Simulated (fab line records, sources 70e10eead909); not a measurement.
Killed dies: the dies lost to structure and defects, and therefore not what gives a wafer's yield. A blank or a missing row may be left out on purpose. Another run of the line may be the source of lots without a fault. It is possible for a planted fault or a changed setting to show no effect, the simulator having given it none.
Which tool was responsible? / flow nandHarc / 72 wafers from 24 lots sampled at 5 of the route's 1302 steps

== WHAT EACH GAUGE READ, for each wafer ==
NHARC_A_BLC_CD_MEAS_19.
lot=L074; measured=day 22 09:19; on=cdSem-01; cdNm (nm)=96.1 97.3 99.2
lot=L076; measured=day 22 20:07; on=cdSem-01; cdNm (nm)=99.2 100.5 99.4
lot=L075; measured=day 22 22:34; on=cdSem-03; cdNm (nm)=100.1 99.9 100.1
lot=L077; measured=day 23 11:17; on=cdSem-01; cdNm (nm)=98.8 97.7 97.5
lot=L079; measured=day 24 00:33; on=cdSem-02; cdNm (nm)=102.1 101.2 101.5
lot=L078; measured=day 24 01:22; on=cdSem-02; cdNm (nm)=100.7 99.3 102.2
lot=L080; measured=day 25 11:58; on=cdSem-03; cdNm (nm)=101.7 100.9 102.0
lot=L083; measured=day 25 19:01; on=cdSem-03; cdNm (nm)=100.9 98.8 100.0
lot=L081; measured=day 26 00:33; on=cdSem-01; cdNm (nm)=98.6 98.0 96.6
lot=L085; measured=day 26 05:19; on=cdSem-01; cdNm (nm)=99.5 102.4 101.3
lot=L082; measured=day 26 07:11; on=cdSem-03; cdNm (nm)=97.6 98.9 98.7
lot=L084; measured=day 26 07:23; on=cdSem-01; cdNm (nm)=95.5 96.3 99.1
lot=L086; measured=day 26 11:40; on=cdSem-03; cdNm (nm)=100.7 99.1 99.4
lot=L089; measured=day 28 18:07; on=cdSem-01; cdNm (nm)=99.5 101.8 101.7
lot=L087; measured=day 28 20:59; on=cdSem-02; cdNm (nm)=99.7 98.4 98.1
lot=L088; measured=day 29 06:16; on=cdSem-02; cdNm (nm)=99.5 98.8 100.6
lot=L090; measured=day 29 12:46; on=cdSem-02; cdNm (nm)=100.7 96.1 98.8
lot=L093; measured=day 29 18:31; on=cdSem-01; cdNm (nm)=103.0 97.4 103.4
lot=L091; measured=day 29 19:37; on=cdSem-02; cdNm (nm)=101.6 100.3 103.0
lot=L092; measured=day 30 12:42; on=cdSem-02; cdNm (nm)=99.5 100.2 99.3
lot=L094; measured=day 30 18:43; on=cdSem-03; cdNm (nm)=98.4 100.3 100.5
lot=L095; measured=day 31 03:21; on=cdSem-03; cdNm (nm)=100.5 99.2 102.1
lot=L097; measured=day 32 00:58; on=cdSem-03; cdNm (nm)=98.7 100.1 97.5
lot=L096; measured=day 33 12:16; on=cdSem-03; cdNm (nm)=99.2 102.9 98.6

== TOOL THAT RAN EACH LOT (tool first, then ch and the chambers of the sampled wafers, then the start) ==
lot=L074; NHARC_A_CONTACT_ETCH_88=rieDiel-12 ch 0,1,3, day 22 01:57; NHARC_A_CONTACT_ETCH_134=harCapEtch-03 ch 0,1, day 22 03:02; NHARC_A_CONTACT_ETCH_139=harCapEtch-03 ch 0,1, day 22 04:28; NHARC_A_BLC_ETCH_18=rieDiel-02 ch 2,3, day 22 09:19 or earlier
lot=L076; NHARC_A_CONTACT_ETCH_88=rieDiel-12 ch 1,2,3, day 22 12:44; NHARC_A_CONTACT_ETCH_134=harCapEtch-01 ch 0,1, day 22 13:49; NHARC_A_CONTACT_ETCH_139=harCapEtch-01 ch 0,1, day 22 15:07; NHARC_A_BLC_ETCH_18=rieDiel-01 ch 0,2,3, day 22 20:07 or earlier
lot=L075; NHARC_A_CONTACT_ETCH_88=rieDiel-07 ch 0,1,2, day 22 15:12; NHARC_A_CONTACT_ETCH_134=harCapEtch-02 ch 0,1, day 22 16:19; NHARC_A_CONTACT_ETCH_139=harCapEtch-02 ch 0,1, day 22 17:37; NHARC_A_BLC_ETCH_18=rieDiel-01 ch 2,3, day 22 22:34 or earlier
lot=L077; NHARC_A_CONTACT_ETCH_88=rieDiel-07 ch 0,2,3, day 23 04:03; NHARC_A_CONTACT_ETCH_134=harCapEtch-03 ch 0,1, day 23 05:10; NHARC_A_CONTACT_ETCH_139=harCapEtch-03 ch 0,1, day 23 06:28; NHARC_A_BLC_ETCH_18=rieDiel-01 ch 2,3, day 23 11:17 or earlier
lot=L079; NHARC_A_CONTACT_ETCH_88=rieDiel-07 ch 2,3, day 23 17:23; NHARC_A_CONTACT_ETCH_134=harCapEtch-03 ch 0,1, day 23 18:28; NHARC_A_CONTACT_ETCH_139=harCapEtch-03 ch 0,1, day 23 19:46; NHARC_A_BLC_ETCH_18=rieDiel-01 ch 0,2,3, day 24 00:33 or earlier
lot=L078; NHARC_A_CONTACT_ETCH_88=rieDiel-12 ch 1,2,3, day 23 17:58; NHARC_A_CONTACT_ETCH_134=harCapEtch-01 ch 0,1, day 23 19:02; NHARC_A_CONTACT_ETCH_139=harCapEtch-01 ch 0,1, day 23 20:20; NHARC_A_BLC_ETCH_18=rieDiel-02 ch 0,2,3, day 24 01:22 or earlier
lot=L080; NHARC_A_CONTACT_ETCH_88=rieDiel-12 ch 0,2,3, day 25 04:44; NHARC_A_CONTACT_ETCH_134=harCapEtch-02 ch 0,1, day 25 05:46; NHARC_A_CONTACT_ETCH_139=harCapEtch-02 ch 0,1, day 25 07:02; NHARC_A_BLC_ETCH_18=rieDiel-04 ch 1,2,3, day 25 11:58 or earlier
lot=L083; NHARC_A_CONTACT_ETCH_88=rieDiel-07 ch 0,2, day 25 08:09; NHARC_A_CONTACT_ETCH_134=harCapEtch-03 ch 0,1, day 25 09:11; NHARC_A_CONTACT_ETCH_139=harCapEtch-03 ch 0,1, day 25 10:50; NHARC_A_BLC_ETCH_18=rieDiel-01 ch 0,1,3, day 25 19:01 or earlier
lot=L081; NHARC_A_CONTACT_ETCH_88=rieDiel-12 ch 0,1, day 25 17:29; NHARC_A_CONTACT_ETCH_134=harCapEtch-02 ch 0,1, day 25 18:34; NHARC_A_CONTACT_ETCH_139=harCapEtch-02 ch 0,1, day 25 19:52; NHARC_A_BLC_ETCH_18=rieDiel-01 ch 0,1,3, day 26 00:33 or earlier
lot=L085; NHARC_A_CONTACT_ETCH_88=rieDiel-07 ch 0,1,2, day 25 22:13; NHARC_A_CONTACT_ETCH_134=harCapEtch-01 ch 0,1, day 25 23:17; NHARC_A_CONTACT_ETCH_139=harCapEtch-01 ch 0,1, day 26 00:34; NHARC_A_BLC_ETCH_18=rieDiel-01 ch 0,2,3, day 26 05:19 or earlier
lot=L082; NHARC_A_CONTACT_ETCH_88=rieDiel-11 ch 0,2,3, day 25 23:44; NHARC_A_CONTACT_ETCH_134=harCapEtch-02 ch 0,1, day 26 00:52; NHARC_A_CONTACT_ETCH_139=harCapEtch-02 ch 0,1, day 26 02:09; NHARC_A_BLC_ETCH_18=rieDiel-02 ch 0,1, day 26 07:11 or earlier
lot=L084; NHARC_A_CONTACT_ETCH_88=rieDiel-07 ch 0,1,2, day 26 00:04; NHARC_A_CONTACT_ETCH_134=harCapEtch-03 ch 0,1, day 26 01:07; NHARC_A_CONTACT_ETCH_139=harCapEtch-03 ch 0,1, day 26 02:23; NHARC_A_BLC_ETCH_18=rieDiel-01 ch 0,2,3, day 26 07:23 or earlier
lot=L086; NHARC_A_CONTACT_ETCH_88=rieDiel-07 ch 0,3, day 26 04:35; NHARC_A_CONTACT_ETCH_134=harCapEtch-01 ch 0,1, day 26 05:37; NHARC_A_CONTACT_ETCH_139=harCapEtch-01 ch 0,1, day 26 06:55; NHARC_A_BLC_ETCH_18=rieDiel-01 ch 0,1,3, day 26 11:40 or earlier
lot=L089; NHARC_A_CONTACT_ETCH_88=rieDiel-12 ch 0,1,2, day 28 11:01; NHARC_A_CONTACT_ETCH_134=harCapEtch-03 ch 0,1, day 28 12:04; NHARC_A_CONTACT_ETCH_139=harCapEtch-03 ch 0,1, day 28 13:20; NHARC_A_BLC_ETCH_18=rieDiel-01 ch 1,3, day 28 18:07 or earlier
lot=L087; NHARC_A_CONTACT_ETCH_88=rieDiel-07 ch 1,2,3, day 28 13:45; NHARC_A_CONTACT_ETCH_134=harCapEtch-03 ch 0,1, day 28 14:47; NHARC_A_CONTACT_ETCH_139=harCapEtch-03 ch 0,1, day 28 16:05; NHARC_A_BLC_ETCH_18=rieDiel-01 ch 0,1,3, day 28 20:59 or earlier
lot=L088; NHARC_A_CONTACT_ETCH_88=rieDiel-07 ch 0,2,3, day 28 23:02; NHARC_A_CONTACT_ETCH_134=harCapEtch-03 ch 0,1, day 29 00:04; NHARC_A_CONTACT_ETCH_139=harCapEtch-03 ch 0,1, day 29 01:22; NHARC_A_BLC_ETCH_18=rieDiel-01 ch 0,1,2, day 29 06:16 or earlier
lot=L090; NHARC_A_CONTACT_ETCH_88=rieDiel-11 ch 0,2, day 29 04:49; NHARC_A_CONTACT_ETCH_134=harCapEtch-03 ch 0,1, day 29 06:05; NHARC_A_CONTACT_ETCH_139=harCapEtch-03 ch 0,1, day 29 07:50; NHARC_A_BLC_ETCH_18=rieDiel-01 ch 1,2,3, day 29 12:46 or earlier
lot=L093; NHARC_A_CONTACT_ETCH_88=rieDiel-12 ch 0,1, day 29 10:45; NHARC_A_CONTACT_ETCH_134=harCapEtch-02 ch 0,1, day 29 11:50; NHARC_A_CONTACT_ETCH_139=harCapEtch-02 ch 0,1, day 29 13:34; NHARC_A_BLC_ETCH_18=rieDiel-02 ch 1,2, day 29 18:31 or earlier
lot=L091; NHARC_A_CONTACT_ETCH_88=rieDiel-11 ch 1,3, day 29 11:55; NHARC_A_CONTACT_ETCH_134=harCapEtch-03 ch 0,1, day 29 12:56; NHARC_A_CONTACT_ETCH_139=harCapEtch-03 ch 0,1, day 29 14:39; NHARC_A_BLC_ETCH_18=rieDiel-02 ch 1,2,3, day 29 19:37 or earlier
lot=L092; NHARC_A_CONTACT_ETCH_88=rieDiel-12 ch 0,2, day 30 05:03; NHARC_A_CONTACT_ETCH_134=harCapEtch-01 ch 0,1, day 30 06:06; NHARC_A_CONTACT_ETCH_139=harCapEtch-01 ch 0,1, day 30 07:49; NHARC_A_BLC_ETCH_18=rieDiel-02 ch 1,3, day 30 12:42 or earlier
lot=L094; NHARC_A_CONTACT_ETCH_88=rieDiel-07 ch 0,2, day 30 10:28; NHARC_A_CONTACT_ETCH_134=harCapEtch-02 ch 0,1, day 30 12:06; NHARC_A_CONTACT_ETCH_139=harCapEtch-02 ch 0,1, day 30 13:25; NHARC_A_BLC_ETCH_18=rieDiel-01 ch 0,2,3, day 30 18:43 or earlier
lot=L095; NHARC_A_CONTACT_ETCH_88=rieDiel-07 ch 2,3, day 30 19:17; NHARC_A_CONTACT_ETCH_134=harCapEtch-01 ch 0,1, day 30 20:20; NHARC_A_CONTACT_ETCH_139=harCapEtch-01 ch 0,1, day 30 22:25; NHARC_A_BLC_ETCH_18=rieDiel-01 ch 1,2,3, day 31 03:21 or earlier
lot=L097; NHARC_A_CONTACT_ETCH_88=rieDiel-11 ch 0,3, day 31 17:16; NHARC_A_CONTACT_ETCH_134=harCapEtch-01 ch 0,1, day 31 18:23; NHARC_A_CONTACT_ETCH_139=harCapEtch-01 ch 0,1, day 31 20:08; NHARC_A_BLC_ETCH_18=rieDiel-01 ch 0,1, day 32 00:58 or earlier
lot=L096; NHARC_A_CONTACT_ETCH_88=rieDiel-12 ch 0,1,3, day 33 05:13; NHARC_A_CONTACT_ETCH_134=harCapEtch-03 ch 0,1, day 33 06:16; NHARC_A_CONTACT_ETCH_139=harCapEtch-03 ch 0,1, day 33 07:34; NHARC_A_BLC_ETCH_18=rieDiel-01 ch 2,3, day 33 12:16 or earlier
- NHARC_A_CONTACT_ETCH_88: etches the open film in CF4, target depth 39 nm, time 65 s.
- NHARC_A_CONTACT_ETCH_134: etches the open film in C4F8/O2/Ar, time 140 s, target depth 700 nm.
- NHARC_A_CONTACT_ETCH_139: etches the open film in C4F8/O2/Ar, time 195 s, target depth 840 nm.
- NHARC_A_BLC_ETCH_18: etches the open film in C4F8/O2/Ar, target depth 910 nm.

== AS READ BY THE TOOLS THEMSELVES (means over the sampled wafers that have a number; for cases with no such wafer, the mark the record gives instead) ==
NHARC_A_CONTACT_ETCH_88.
lot=L074; tool=rieDiel-12; drypumpMotorCurrentA (A)=5.5; oesProductAu (a.u.)=1.000; rfFwdPowerW (W)=297.7; rfVppV (V)=151.2; showerheadPlenumPTorr (Torr)=1.74; throttleValvePct (%)=13.277
lot=L076; tool=rieDiel-12; drypumpMotorCurrentA (A)=5.7; oesProductAu (a.u.)=0.990; rfFwdPowerW (W)=297.1; rfVppV (V)=151.8; showerheadPlenumPTorr (Torr)=1.77; throttleValvePct (%)=13.281
lot=L075; tool=rieDiel-07; drypumpMotorCurrentA (A)=6.1; oesProductAu (a.u.)=1.000; rfFwdPowerW (W)=297.6; rfVppV (V)=151.3; showerheadPlenumPTorr (Torr)=1.77; throttleValvePct (%)=13.280
lot=L077; tool=rieDiel-07; drypumpMotorCurrentA (A)=6.0; oesProductAu (a.u.)=0.992; rfFwdPowerW (W)=297.3; rfVppV (V)=151.1; showerheadPlenumPTorr (Torr)=1.78; throttleValvePct (%)=13.283
lot=L079; tool=rieDiel-07; drypumpMotorCurrentA (A)=5.8; oesProductAu (a.u.)=0.999; rfFwdPowerW (W)=297.4; rfVppV (V)=151.4; showerheadPlenumPTorr (Torr)=1.83; throttleValvePct (%)=13.283
lot=L078; tool=rieDiel-12; drypumpMotorCurrentA (A)=5.7; oesProductAu (a.u.)=0.997; rfFwdPowerW (W)=296.6; rfVppV (V)=151.7; showerheadPlenumPTorr (Torr)=1.77; throttleValvePct (%)=13.289
lot=L080; tool=rieDiel-12; drypumpMotorCurrentA (A)=5.5; oesProductAu (a.u.)=0.982; rfFwdPowerW (W)=297.2; rfVppV (V)=151.0; showerheadPlenumPTorr (Torr)=1.74; throttleValvePct (%)=13.282
lot=L083; tool=rieDiel-07; drypumpMotorCurrentA (A)=6.2; oesProductAu (a.u.)=1.003; rfFwdPowerW (W)=297.3; rfVppV (V)=150.6; showerheadPlenumPTorr (Torr)=1.76; throttleValvePct (%)=13.282
lot=L081; tool=rieDiel-12; drypumpMotorCurrentA (A)=5.3; oesProductAu (a.u.)=0.996; rfFwdPowerW (W)=297.9; rfVppV (V)=151.8; showerheadPlenumPTorr (Torr)=1.76; throttleValvePct (%)=13.296
lot=L085; tool=rieDiel-07; drypumpMotorCurrentA (A)=6.1; oesProductAu (a.u.)=1.002; rfFwdPowerW (W)=298.0; rfVppV (V)=151.2; showerheadPlenumPTorr (Torr)=1.77; throttleValvePct (%)=13.278
lot=L082; tool=rieDiel-11; drypumpMotorCurrentA (A)=5.8; oesProductAu (a.u.)=0.996; rfFwdPowerW (W)=296.2; rfVppV (V)=151.5; showerheadPlenumPTorr (Torr)=1.78; throttleValvePct (%)=13.282
lot=L084; tool=rieDiel-07; drypumpMotorCurrentA (A)=6.1; oesProductAu (a.u.)=1.003; rfFwdPowerW (W)=296.9; rfVppV (V)=151.5; showerheadPlenumPTorr (Torr)=1.77; throttleValvePct (%)=13.283
lot=L086; tool=rieDiel-07; drypumpMotorCurrentA (A)=6.1; oesProductAu (a.u.)=0.988; rfFwdPowerW (W)=297.1; rfVppV (V)=150.2; showerheadPlenumPTorr (Torr)=1.74; throttleValvePct (%)=13.287
lot=L089; tool=rieDiel-12; drypumpMotorCurrentA (A)=5.3; oesProductAu (a.u.)=0.996; rfFwdPowerW (W)=297.5; rfVppV (V)=151.1; showerheadPlenumPTorr (Torr)=1.76; throttleValvePct (%)=13.281
lot=L087; tool=rieDiel-07; drypumpMotorCurrentA (A)=5.9; oesProductAu (a.u.)=1.000; rfFwdPowerW (W)=296.9; rfVppV (V)=151.9; showerheadPlenumPTorr (Torr)=1.82; throttleValvePct (%)=13.280
lot=L088; tool=rieDiel-07; drypumpMotorCurrentA (A)=6.0; oesProductAu (a.u.)=0.998; rfFwdPowerW (W)=296.1; rfVppV (V)=151.5; showerheadPlenumPTorr (Torr)=1.78; throttleValvePct (%)=13.278
lot=L090; tool=rieDiel-11; drypumpMotorCurrentA (A)=6.2; oesProductAu (a.u.)=1.003; rfFwdPowerW (W)=297.3; rfVppV (V)=150.8; showerheadPlenumPTorr (Torr)=1.79; throttleValvePct (%)=13.275
lot=L093; tool=rieDiel-12; drypumpMotorCurrentA (A)=5.2; oesProductAu (a.u.)=1.003; rfFwdPowerW (W)=297.8; rfVppV (V)=151.0; showerheadPlenumPTorr (Torr)=1.73; throttleValvePct (%)=13.274
lot=L091; tool=rieDiel-11; drypumpMotorCurrentA (A)=5.4; oesProductAu (a.u.)=0.998; rfFwdPowerW (W)=298.0; rfVppV (V)=150.7; showerheadPlenumPTorr (Torr)=1.76; throttleValvePct (%)=13.287
lot=L092; tool=rieDiel-12; drypumpMotorCurrentA (A)=5.3; oesProductAu (a.u.)=1.004; rfFwdPowerW (W)=297.7; rfVppV (V)=150.9; showerheadPlenumPTorr (Torr)=1.77; throttleValvePct (%)=13.278
lot=L094; tool=rieDiel-07; drypumpMotorCurrentA (A)=6.2; oesProductAu (a.u.)=0.988; rfFwdPowerW (W)=297.5; rfVppV (V)=150.0; showerheadPlenumPTorr (Torr)=1.71; throttleValvePct (%)=13.290
lot=L095; tool=rieDiel-07; drypumpMotorCurrentA (A)=5.8; oesProductAu (a.u.)=1.002; rfFwdPowerW (W)=296.6; rfVppV (V)=151.3; showerheadPlenumPTorr (Torr)=1.83; throttleValvePct (%)=13.279
lot=L097; tool=rieDiel-11; drypumpMotorCurrentA (A)=5.9; oesProductAu (a.u.)=0.998; rfFwdPowerW (W)=297.0; rfVppV (V)=150.8; showerheadPlenumPTorr (Torr)=1.77; throttleValvePct (%)=13.272
lot=L096; tool=rieDiel-12; drypumpMotorCurrentA (A)=5.5; oesProductAu (a.u.)=0.995; rfFwdPowerW (W)=298.4; rfVppV (V)=150.2; showerheadPlenumPTorr (Torr)=1.72; throttleValvePct (%)=13.282

NHARC_A_BLC_ETCH_18.
lot=L074; tool=rieDiel-02; oesProductAu (a.u.)=0.926; rfFwdPowerW (W)=599.0; rfVppV (V)=979
lot=L076; tool=rieDiel-01; oesProductAu (a.u.)=0.979; rfFwdPowerW (W)=598.6; rfVppV (V)=980
lot=L075; tool=rieDiel-01; oesProductAu (a.u.)=0.969; rfFwdPowerW (W)=599.9; rfVppV (V)=979
lot=L077; tool=rieDiel-01; oesProductAu (a.u.)=0.924; rfFwdPowerW (W)=597.5; rfVppV (V)=980
lot=L079; tool=rieDiel-01; oesProductAu (a.u.)=0.922; rfFwdPowerW (W)=599.8; rfVppV (V)=980
lot=L078; tool=rieDiel-02; oesProductAu (a.u.)=0.930; rfFwdPowerW (W)=597.9; rfVppV (V)=980
lot=L080; tool=rieDiel-04; oesProductAu (a.u.)=0.975; rfFwdPowerW (W)=598.8; rfVppV (V)=985
lot=L083; tool=rieDiel-01; oesProductAu (a.u.)=0.926; rfFwdPowerW (W)=599.3; rfVppV (V)=976
lot=L081; tool=rieDiel-01; oesProductAu (a.u.)=0.968; rfFwdPowerW (W)=598.4; rfVppV (V)=976
lot=L085; tool=rieDiel-01; oesProductAu (a.u.)=0.962; rfFwdPowerW (W)=600.5; rfVppV (V)=979
lot=L082; tool=rieDiel-02; oesProductAu (a.u.)=0.952; rfFwdPowerW (W)=597.1; rfVppV (V)=974
lot=L084; tool=rieDiel-01; oesProductAu (a.u.)=0.971; rfFwdPowerW (W)=598.1; rfVppV (V)=981
lot=L086; tool=rieDiel-01; oesProductAu (a.u.)=0.975; rfFwdPowerW (W)=599.5; rfVppV (V)=976
lot=L089; tool=rieDiel-01; oesProductAu (a.u.)=0.922; rfFwdPowerW (W)=599.8; rfVppV (V)=975
lot=L087; tool=rieDiel-01; oesProductAu (a.u.)=0.953; rfFwdPowerW (W)=598.8; rfVppV (V)=975
lot=L088; tool=rieDiel-01; oesProductAu (a.u.)=0.966; rfFwdPowerW (W)=597.3; rfVppV (V)=978
lot=L090; tool=rieDiel-01; oesProductAu (a.u.)=0.918; rfFwdPowerW (W)=599.1; rfVppV (V)=978
lot=L093; tool=rieDiel-02; oesProductAu (a.u.)=0.968; rfFwdPowerW (W)=598.7; rfVppV (V)=975
lot=L091; tool=rieDiel-02; oesProductAu (a.u.)=0.928; rfFwdPowerW (W)=598.7; rfVppV (V)=976
lot=L092; tool=rieDiel-02; oesProductAu (a.u.)=0.928; rfFwdPowerW (W)=600.3; rfVppV (V)=977
lot=L094; tool=rieDiel-01; oesProductAu (a.u.)=0.924; rfFwdPowerW (W)=599.8; rfVppV (V)=980
lot=L095; tool=rieDiel-01; oesProductAu (a.u.)=0.962; rfFwdPowerW (W)=599.5; rfVppV (V)=977
lot=L097; tool=rieDiel-01; oesProductAu (a.u.)=0.979; rfFwdPowerW (W)=599.4; rfVppV (V)=974
lot=L096; tool=rieDiel-01; oesProductAu (a.u.)=0.947; rfFwdPowerW (W)=599.8; rfVppV (V)=979

== THE ANSWER, worked out from the rows above alone ==
Rule: the usual values come from the lots themselves. The widest of any qualifying gaps counts: lots, ordered by their means at a reading, are off when they make up no more than a third of the lots, leave a main group of 4 or more, and stand apart from it by 3 or more times the standard deviation of that group's means. If all means in a main group match to the digits the tables above print for the reading, that group is not used. Also off: a lot with no number at a reading for which 4 or more lots have one. All remaining lots with rows at the step are treated as sound. After the gauges, taken in route order, come the tools' own readings; for these a lot's mean is taken, as printed above. The first step at which some lot is off is used, and at that step the reading that is off furthest; a lot without a number counts as furthest.
Across all readings shown, no lot is off: no conclusion can be drawn from this.

== WHAT THE SIMULATOR HAD INSERTED ==
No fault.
